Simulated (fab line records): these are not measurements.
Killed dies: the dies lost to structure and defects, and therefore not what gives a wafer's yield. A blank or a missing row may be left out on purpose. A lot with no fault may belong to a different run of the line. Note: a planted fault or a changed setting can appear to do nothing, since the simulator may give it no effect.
What tool caused it? + flow nand_harc + 14 lots, 42 wafers sampled, at 4 steps of a route of 1159

WHAT EACH GAUGE READ, for each wafer
NHARC_P_M2_CD_MEAS_09: the cd target is 170 nm. Usual: 170.0 nm for cd_nm, sd 0.47.
| lot  | measured     | on        | cd_nm (nm)        | flag |
|------|--------------|-----------|-------------------|------|
| L281 | day 5 23:01  | cd_sem-03 | 169.3 169.8 169.6 |      |
| L282 | day 6 15:35  | cd_sem-02 | 168.9 170.0 169.5 |      |
| L283 | day 6 19:06  | cd_sem-02 | 169.8 170.1 170.1 |      |
| L284 | day 6 23:20  | cd_sem-03 | 170.1 170.3 170.9 |      |
| L287 | day 7 01:58  | cd_sem-02 | 170.4 170.7 170.5 |      |
| L286 | day 7 02:40  | cd_sem-03 | 170.8 170.3 169.9 |      |
| L288 | day 8 00:53  | cd_sem-03 | 169.7 169.6 169.0 |      |
| L289 | day 8 12:17  | cd_sem-02 | 170.0 169.2 169.7 |      |
| L295 | day 9 11:45  | cd_sem-01 | 170.0 170.0 170.5 |      |
| L293 | day 9 13:01  | cd_sem-03 | 187.5 187.6 170.6 | OFF  |
| L296 | day 10 07:17 | cd_sem-01 | 187.8 171.0 188.1 | OFF  |
| L302 | day 11 06:56 | cd_sem-02 | 169.9 170.1 170.8 |      |
| L300 | day 11 13:28 | cd_sem-01 | 169.8 170.2 169.8 |      |
| L303 | day 11 14:17 | cd_sem-02 | 169.4 169.7 169.6 |      |

NHARC_P_M2_OVL_MEAS_10: pitch 340 nm. Usual: overlay_x_nm -0.2 nm, standard deviation 0.92; overlay_y_nm -0.2 nm, standard deviation 0.78.
| lot  | measured     | on         | overlay_x_nm (nm) | overlay_y_nm (nm) | flag |
|------|--------------|------------|-------------------|-------------------|------|
| L281 | day 5 23:05  | overlay-01 | -0.8 -0.7 -0.3    | 0.3 -0.1 0.4      |      |
| L282 | day 6 15:40  | overlay-01 | 0.1 0.7 0.5       | 1.2 1.2 1.8       |      |
| L283 | day 6 19:11  | overlay-01 | -0.8 -1.2 -1.0    | 0.4 1.1 1.0       |      |
| L284 | day 6 23:25  | overlay-01 | -0.1 -0.4 -0.4    | -0.5 -0.8 -0.8    |      |
| L287 | day 7 02:04  | overlay-02 | 1.5 0.6 1.4       | -0.8 -1.2 -1.0    |      |
| L286 | day 7 02:45  | overlay-02 | -0.4 -0.5 -0.1    | -0.5 -0.8 -0.6    |      |
| L288 | day 8 00:59  | overlay-02 | 0.9 1.2 1.0       | -1.0 -1.1 -1.0    |      |
| L289 | day 8 12:22  | overlay-01 | 0.1 0.4 -0.5      | -1.3 -0.6 -1.1    |      |
| L295 | day 9 11:50  | overlay-02 | 1.1 1.3 1.2       | 0.8 0.2 1.1       |      |
| L293 | day 9 13:06  | overlay-01 | -1.2 -1.2 -1.1    | -0.7 -1.3 -1.6    |      |
| L296 | day 10 07:22 | overlay-02 | 1.1 0.7 0.4       | 0.6 0.6 0.6       |      |
| L302 | day 11 07:01 | overlay-02 | 0.1 -0.4 -0.5     | -0.1 0.1 -0.3     |      |
| L300 | day 11 13:33 | overlay-01 | -0.4 -0.6 -0.4    | -1.0 -0.4 -0.5    |      |
| L303 | day 11 14:22 | overlay-02 | -0.2 -0.3 -0.2    | 0.2 0.4 0.8       |      |

WHICH TOOL RAN EACH LOT (tool, then ch and the chambers of the sampled wafers, then the start)
| lot  | NHARC_P_M1_STRIP_18                | NHARC_P_M2_PEB_07                 |
|------|------------------------------------|-----------------------------------|
| L281 | rie_diel-11 ch 0,3, day 5 19:34    | litho_track-01 ch 0, day 5 22:56  |
| L282 | rie_diel-09 ch 0,2, day 6 11:59    | litho_track-06 ch 0, day 6 15:30  |
| L283 | rie_diel-11 ch 1,2,3, day 6 15:29  | litho_track-01 ch 0, day 6 19:02  |
| L284 | rie_diel-11 ch 0,1,3, day 6 19:35  | litho_track-01 ch 0, day 6 23:15  |
| L287 | rie_diel-11 ch 0,1,2, day 6 22:16  | litho_track-01 ch 0, day 7 01:53  |
| L286 | rie_diel-11 ch 0,2,3, day 6 23:05  | litho_track-06 ch 0, day 7 02:35  |
| L288 | rie_diel-09 ch 0,1,3, day 7 21:18  | litho_track-01 ch 0, day 8 00:49  |
| L289 | rie_diel-13 ch 2,3, day 8 08:32    | litho_track-04 ch 0, day 8 12:12  |
| L295 | rie_diel-13 ch 0,2, day 9 08:20    | litho_track-06 ch 0, day 9 11:40  |
| L293 | rie_diel-11 ch 0,1,3, day 9 09:16  | litho_track-01 ch 0, day 9 12:56  |
| L296 | rie_diel-11 ch 0,2, day 10 03:14   | litho_track-01 ch 0, day 10 07:12 |
| L302 | rie_diel-09 ch 0,1,3, day 11 03:28 | litho_track-06 ch 0, day 11 06:52 |
| L300 | rie_diel-11 ch 0,1,3, day 11 09:49 | litho_track-04 ch 0, day 11 13:23 |
| L303 | rie_diel-11 ch 1,2, day 11 10:46   | litho_track-04 ch 0, day 11 14:12 |
- NHARC_P_M1_STRIP_18: strips in N2/H2.
- NHARC_P_M2_PEB_07: peb time 65 s.

AS READ BY THE TOOLS THEMSELVES (means over the sampled wafers that have a number; for cases with no such wafer, the mark the record gives instead)
NHARC_P_M1_STRIP_18. Usual: drypump_motor_current_A 5.7 A, standard deviation 0.48; oes_product_au 0.998 a.u., standard deviation 0.0072; rf_vpp_V 90.9 V, standard deviation 0.97; showerhead_plenum_p_Torr 2.07 Torr, standard deviation 0.095; throttle_valve_pct 14.171 %, standard deviation 0.0084.
| lot  | tool        | drypump_motor_current_A (A) | oes_product_au (a.u.) | rf_vpp_V (V) | showerhead_plenum_p_Torr (Torr) | throttle_valve_pct (%) | flag |
|------|-------------|-----------------------------|-----------------------|--------------|---------------------------------|------------------------|------|
| L281 | rie_diel-11 | 5.9                         | 1.004                 | 91.2         | 2.10                            | 14.167                 |      |
| L282 | rie_diel-09 | 5.3                         | 0.998                 | 90.9         | 1.95                            | 14.173                 |      |
| L283 | rie_diel-11 | 5.7                         | 1.001                 | 90.5         | 2.09                            | 14.164                 |      |
| L284 | rie_diel-11 | 5.6                         | 0.999                 | 90.8         | 2.13                            | 14.161                 |      |
| L287 | rie_diel-11 | 5.7                         | 0.991                 | 90.5         | 2.05                            | 14.173                 |      |
| L286 | rie_diel-11 | 6.0                         | 0.995                 | 91.0         | 2.06                            | 14.166                 |      |
| L288 | rie_diel-09 | 6.0                         | 1.000                 | 90.6         | 2.05                            | 14.164                 |      |
| L289 | rie_diel-13 | 5.3                         | 0.993                 | 90.5         | 2.02                            | 14.175                 |      |
| L295 | rie_diel-13 | 5.6                         | 1.004                 | 90.5         | 1.96                            | 14.173                 |      |
| L293 | rie_diel-11 | 5.6                         | 0.992                 | 91.5         | 2.13                            | 14.165                 |      |
| L296 | rie_diel-11 | 6.1                         | 0.998                 | 90.6         | 2.02                            | 14.166                 |      |
| L302 | rie_diel-09 | 6.1                         | 1.000                 | 91.3         | 2.05                            | 14.176                 |      |
| L300 | rie_diel-11 | 5.6                         | 0.992                 | 91.1         | 2.13                            | 14.173                 |      |
| L303 | rie_diel-11 | 5.9                         | 1.002                 | 90.4         | 2.01                            | 14.170                 |      |

NHARC_P_M2_PEB_07. Usual: 23.01 C for chill_plate_temp_C, sd 0.11.
| lot  | tool           | chill_plate_temp_C (C) | flag |
|------|----------------|------------------------|------|
| L281 | litho_track-01 | 22.96                  |      |
| L282 | litho_track-06 | 22.94                  |      |
| L283 | litho_track-01 | 23.03                  |      |
| L284 | litho_track-01 | 23.18                  |      |
| L287 | litho_track-01 | 22.89                  |      |
| L286 | litho_track-06 | 23.03                  |      |
| L288 | litho_track-01 | 23.12                  |      |
| L289 | litho_track-04 | 22.98                  |      |
| L295 | litho_track-06 | 22.97                  |      |
| L293 | litho_track-01 | 23.18                  |      |
| L296 | litho_track-01 | 23.14                  |      |
| L302 | litho_track-06 | 23.06                  |      |
| L300 | litho_track-04 | 23.05                  |      |
| L303 | litho_track-04 | 22.98                  |      |

THE ANSWER, worked out from the rows above alone
Rule: a lot is off if the mean of its wafers that have a number lies more than 3 standard deviations from the usual mean. A lot without any number at a reading at which 4 lots or more have one is off too. Where the step has rows for the other lots, those lots are counted as sound. Order of review: gauges by route order, followed by the tools' own readings, for which a lot's mean as printed above is used. The first step at which some lot is off is used, and at that step the reading that is off furthest; a lot without a number counts as furthest.
Off, at NHARC_P_M2_CD_MEAS_09 on cd_nm: L293, L296.
A tool fits if, at a process step before that reading, it ran every lot that is off, and no sound lot after the first of them. Gauges at NHARC_P_M2_CD_MEAS_09: tried the same way as those tools. One fits: litho_track-01 at NHARC_P_M2_PEB_07. Its last sound lot is L288 (day 8 00:49), its first lot that is off L293 (day 9 12:56): a fault that began between those two fits.

WHAT HAD BEEN PUT IN BY THE SIMULATOR
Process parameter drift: litho_track-01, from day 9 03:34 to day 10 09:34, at NHARC_P_M2_PEB_07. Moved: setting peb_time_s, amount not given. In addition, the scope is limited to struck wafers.
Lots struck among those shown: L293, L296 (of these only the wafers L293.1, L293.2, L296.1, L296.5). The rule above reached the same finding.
